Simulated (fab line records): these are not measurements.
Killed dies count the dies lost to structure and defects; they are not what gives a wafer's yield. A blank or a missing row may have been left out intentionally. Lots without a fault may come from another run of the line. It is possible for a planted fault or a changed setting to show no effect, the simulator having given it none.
The tool behind it: which one? | flow n5 finfet | 63 wafers from 21 lots sampled at 3 of the route's 1938 steps

WHAT THE GAUGES READ, wafer by wafer
N5_BEOL_M2_CD_MEAS_18: pitch 36 nm, target cd 18 nm.
lot  | measured     | on        | cd nm (nm)
L074 | day 6 17:55  | cd sem-02 | 17.8 18.0 18.1
L075 | day 6 18:51  | cd sem-01 | 17.6 18.2 17.7
L076 | day 6 23:59  | cd sem-01 | 17.6 17.9 17.2
L077 | day 7 07:11  | cd sem-01 | 17.1 17.6 17.8
L078 | day 8 09:30  | cd sem-03 | 17.7 18.5 17.8
L079 | day 8 12:44  | cd sem-01 | 18.2 17.3 18.2
L080 | day 8 13:25  | cd sem-03 | 17.0 17.6 17.8
L082 | day 8 13:48  | cd sem-02 | 18.5 17.1 18.6
L083 | day 8 18:08  | cd sem-03 | 17.6 17.6 17.8
L084 | day 8 19:44  | cd sem-02 | 17.9 18.6 17.3
L085 | day 9 03:57  | cd sem-01 | 18.7 17.5 18.2
L086 | day 9 18:03  | cd sem-01 | 18.9 18.4 17.7
L087 | day 9 22:31  | cd sem-02 | 17.9 18.8 18.3
L089 | day 10 07:01 | cd sem-02 | 18.0 17.3 18.0
L091 | day 11 03:16 | cd sem-03 | 17.8 18.8 18.1
L092 | day 11 03:29 | cd sem-03 | 18.0 18.1 17.4
L093 | day 11 12:20 | cd sem-01 | 18.4 18.0 18.1
L094 | day 11 16:32 | cd sem-03 | 17.6 18.4 18.0
L095 | day 12 01:53 | cd sem-02 | 18.2 18.6 17.8
L096 | day 12 02:23 | cd sem-03 | 18.3 18.1 18.9
L097 | day 12 09:34 | cd sem-02 | 18.5 18.5 17.3

EACH LOT AND THE TOOL THAT RAN IT (in order: tool; ch and the chambers of the sampled wafers; start)
lot  | N5_BEOL_M2_ETCH_74                 | N5_BEOL_M2_STRIP_66
L074 | rie diel-02 ch 0,3, day 6 17:26    | rie diel-02 ch 0,3, day 6 17:37
L075 | rie diel-04 ch 0,1,2, day 6 18:23  | rie diel-04 ch 0,1,2, day 6 18:34
L076 | rie diel-01 ch 0,1, day 6 23:35    | rie diel-01 ch 0,1, day 6 23:46
L077 | rie diel-02 ch 0,1, day 7 06:41    | rie diel-02 ch 0,1, day 7 06:52
L078 | rie diel-04 ch 0,2, day 8 09:06    | rie diel-04 ch 0,2, day 8 09:16
L079 | rie diel-01 ch 0,1,2, day 8 12:17  | rie diel-01 ch 0,1,2, day 8 12:28
L080 | rie diel-04 ch 0,1, day 8 12:58    | rie diel-04 ch 0,1, day 8 13:08
L082 | rie diel-02 ch 0,1,2, day 8 13:23  | rie diel-02 ch 0,1,2, day 8 13:34
L083 | rie diel-01 ch 1,2, day 8 17:45    | rie diel-01 ch 1,2, day 8 17:55
L084 | rie diel-02 ch 0,1,2, day 8 19:19  | rie diel-02 ch 0,1,2, day 8 19:29
L085 | rie diel-02 ch 0,1,3, day 9 03:33  | rie diel-02 ch 0,1,3, day 9 03:44
L086 | rie diel-02 ch 1,2,3, day 9 17:25  | rie diel-02 ch 1,2,3, day 9 17:35
L087 | rie diel-02 ch 1,3, day 9 21:59    | rie diel-02 ch 1,3, day 9 22:10
L089 | rie diel-04 ch 0,1,3, day 10 06:37 | rie diel-04 ch 0,1,3, day 10 06:47
L091 | rie diel-01 ch 0,1,3, day 11 02:50 | rie diel-01 ch 0,1,3, day 11 03:00
L092 | rie diel-04 ch 1,2,3, day 11 03:05 | rie diel-04 ch 1,2,3, day 11 03:16
L093 | rie diel-04 ch 1,2,3, day 11 11:47 | rie diel-04 ch 1,2,3, day 11 11:58
L094 | rie diel-02 ch 0,2, day 11 16:07   | rie diel-02 ch 0,2, day 11 16:18
L095 | rie diel-02 ch 0,1,2, day 12 01:29 | rie diel-02 ch 0,1,2, day 12 01:39
L096 | rie diel-02 ch 0,1,3, day 12 01:59 | rie diel-02 ch 0,1,3, day 12 02:10
L097 | rie diel-02 ch 1,2,3, day 12 09:09 | rie diel-02 ch 1,2,3, day 12 09:20
- N5_BEOL_M2_ETCH_74: etches underlayer in N2/H2, target depth 6.5 nm, time 5.2 s.
- N5_BEOL_M2_STRIP_66: strips in CF4.

WHAT THE TOOLS THEMSELVES READ (means of the sampled wafers that have a number; where no wafer has one, the mark that the record gives instead)
N5_BEOL_M2_ETCH_74.
lot  | tool        | drypump motor current A (A) | etch rf on time s (s) | oes product au (a.u.) | rf vpp V (V) | showerhead plenum p Torr (Torr) | throttle valve pct (%)
L074 | rie diel-02 | 5.2                         | 5.17                  | 0.63                  | 524.5        | 2.57                            | 18.29
L075 | rie diel-04 | 6.3                         | 5.13                  | 0.67                  | 521.7        | 2.47                            | 17.97
L076 | rie diel-01 | 5.4                         | 5.23                  | 0.72                  | 525.8        | 2.57                            | 17.60
L077 | rie diel-02 | 6.3                         | 5.21                  | 0.61                  | 525.4        | 2.57                            | 18.19
L078 | rie diel-04 | 6.6                         | 5.18                  | 0.66                  | 520.4        | 2.43                            | 17.93
L079 | rie diel-01 | 5.3                         | 5.32                  | 0.69                  | 523.7        | 2.54                            | 17.66
L080 | rie diel-04 | 6.3                         | 5.31                  | 0.61                  | 522.8        | 2.48                            | 18.24
L082 | rie diel-02 | 6.0                         | 5.22                  | 0.62                  | 525.3        | 2.60                            | 18.07
L083 | rie diel-01 | 5.3                         | 5.24                  | 0.68                  | 523.8        | 2.51                            | 17.73
L084 | rie diel-02 | 6.0                         | 5.24                  | 0.62                  | 524.2        | 2.60                            | 18.09
L085 | rie diel-02 | 5.7                         | 5.23                  | 0.61                  | 523.6        | 2.56                            | 18.28
L086 | rie diel-02 | 5.8                         | 5.11                  | 0.62                  | 523.1        | 2.57                            | 18.14
L087 | rie diel-02 | 5.5                         | 5.10                  | 0.61                  | 523.8        | 2.53                            | 18.32
L089 | rie diel-04 | 6.0                         | 5.26                  | 0.61                  | 520.5        | 2.44                            | 18.21
L091 | rie diel-01 | 5.7                         | 5.27                  | 0.69                  | 524.2        | 2.57                            | 17.60
L092 | rie diel-04 | 5.8                         | 5.18                  | 0.65                  | 521.9        | 2.47                            | 18.05
L093 | rie diel-04 | 5.8                         | 5.21                  | 0.65                  | 522.1        | 2.47                            | 18.04
L094 | rie diel-02 | 5.7                         | 5.22                  | 0.72                  | 525.4        | 2.61                            | 17.85
L095 | rie diel-02 | 6.0                         | 5.19                  | 0.66                  | 524.3        | 2.59                            | 18.00
L096 | rie diel-02 | 5.7                         | 5.16                  | 0.65                  | 524.8        | 2.55                            | 18.17
L097 | rie diel-02 | 5.8                         | 5.10                  | 0.61                  | 525.1        | 2.55                            | 18.18

N5_BEOL_M2_STRIP_66.
lot  | tool        | drypump motor current A (A) | oes product au (a.u.) | rf vpp V (V) | showerhead plenum p Torr (Torr) | throttle valve pct (%)
L074 | rie diel-02 | 5.2                         | 0.73                  | 271.8        | 1.82                            | 14.01
L075 | rie diel-04 | 6.3                         | 0.77                  | 270.0        | 1.75                            | 13.74
L076 | rie diel-01 | 5.4                         | 0.83                  | 271.5        | 1.81                            | 13.39
L077 | rie diel-02 | 6.3                         | 0.72                  | 271.7        | 1.81                            | 13.84
L078 | rie diel-04 | 6.6                         | 0.75                  | 269.4        | 1.72                            | 13.75
L079 | rie diel-01 | 5.3                         | 0.81                  | 270.1        | 1.79                            | 13.47
L080 | rie diel-04 | 6.3                         | 0.71                  | 269.8        | 1.75                            | 14.02
L082 | rie diel-02 | 6.0                         | 0.72                  | 271.9        | 1.83                            | 13.79
L083 | rie diel-01 | 5.2                         | 0.79                  | 270.2        | 1.76                            | 13.50
L084 | rie diel-02 | 6.0                         | 0.71                  | 270.9        | 1.83                            | 13.79
L085 | rie diel-02 | 5.7                         | 0.71                  | 271.3        | 1.80                            | 13.96
L086 | rie diel-02 | 5.8                         | 0.72                  | 271.0        | 1.80                            | 13.85
L087 | rie diel-02 | 5.5                         | 0.71                  | 270.7        | 1.79                            | 14.01
L089 | rie diel-04 | 6.0                         | 0.71                  | 269.9        | 1.73                            | 13.96
L091 | rie diel-01 | 5.7                         | 0.80                  | 271.6        | 1.80                            | 13.37
L092 | rie diel-04 | 5.8                         | 0.75                  | 269.6        | 1.75                            | 13.76
L093 | rie diel-04 | 5.8                         | 0.75                  | 270.9        | 1.75                            | 13.77
L094 | rie diel-02 | 5.7                         | 0.84                  | 272.7        | 1.84                            | 13.52
L095 | rie diel-02 | 6.0                         | 0.76                  | 271.3        | 1.82                            | 13.67
L096 | rie diel-02 | 5.7                         | 0.76                  | 271.2        | 1.80                            | 13.83
L097 | rie diel-02 | 5.8                         | 0.70                  | 272.8        | 1.80                            | 13.91

THE ANSWER, worked out from the rows above alone
Rule: what is usual is taken from the lots themselves. Put in order of their means at a reading, lots are off if they are a third of the lots or fewer, leave a main group of 4 or more, and stand apart from it by a gap of 3 or more times the standard deviation of the main group's means; of several such gaps the widest counts. The tables above print the reading to a certain number of digits; a main group whose means all agree to those digits is not used. Also off: a lot with no number at a reading for which 4 or more lots have one. The other lots that the step has rows for count as sound. The gauges are gone through in route order, then the tools' own readings, and for those a lot's mean is taken as printed above. At the first step where some lot is off, the reading lying furthest off is the one used; lots without a number count as furthest.
No lot is off on any of the readings shown, so nothing can be concluded from this.

WHAT WAS PUT IN BY THE SIMULATOR
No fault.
